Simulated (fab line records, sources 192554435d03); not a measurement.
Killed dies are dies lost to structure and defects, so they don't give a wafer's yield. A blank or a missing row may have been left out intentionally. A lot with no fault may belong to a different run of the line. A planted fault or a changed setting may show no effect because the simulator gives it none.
Matching of chambers ; flow n5 finfet ; N5_BEOL_M15_DESCUM_15 on rie diel-06: 3 sister chambers
The step chemistry O2, time 7.9 s. 14 wafers are shown with their chamber, then 5 later ones without.

== EACH WAFER AND ITS CHAMBER ==
wafer;chamber;drypump motor current A (A);showerhead plenum p Torr (Torr);throttle valve pct (%)
L898.2;3;5.2;2.05;20.40
L898.3;2;5.8;2.11;20.55
L898.5;2;5.8;2.11;20.56
L903.3;1;5.7;2.22;20.29
L903.5;3;5.1;2.04;20.41
L903.6;2;5.8;2.10;20.59
L904.2;2;5.8;2.10;20.58
L904.4;3;5.1;2.04;20.44
L904.5;3;5.1;2.04;20.42
L906.2;3;5.2;2.04;20.43
L906.3;1;5.7;2.22;20.27
L906.4;2;5.8;2.10;20.56
L912.2;1;5.7;2.21;20.29
L912.3;3;5.2;2.04;20.45

SIGNATURES (means of the wafers above)
reading;chamber 1;chamber 2;chamber 3;scatter within a chamber
drypump motor current A;5.700;5.800;5.150;0.0369
showerhead plenum p Torr;2.2167;2.1040;2.0417;0.00495
throttle valve pct;20.2833;20.5680;20.4250;0.0168
Rule: for a wafer and a chamber, the distance is found by dividing, reading by reading, the gap between the wafer's reading and the chamber's mean by the reading's scatter, squaring, summing and taking the root. If the next closest chamber is less than 2 further off than the closest, the wafer can't be placed; otherwise it belongs to the closest. How the scatter is found: for the shown wafers, subtract from each reading the mean of its chamber, square and add these, divide the total by (wafers less chambers), then take the root.

== WAFERS MISSING THEIR CHAMBER ==
wafer;drypump motor current A (A);showerhead plenum p Torr (Torr);throttle valve pct (%)
L912.4;5.2;2.04;20.45
L914.2;5.2;2.04;20.45
L914.5;5.7;2.21;20.30
L916.1;5.2;2.04;20.46
L916.2;5.7;2.21;20.33

== CHAMBER TAKEN BY EACH ==
wafer;from the rows above;in truth
L912.4;3;3
L914.2;3;3
L914.5;1;1
L916.1;3;3
L916.2;1;1
Placed correctly: 5 of 5. Number that these rows cannot place: 0. Placed wrongly: 0.
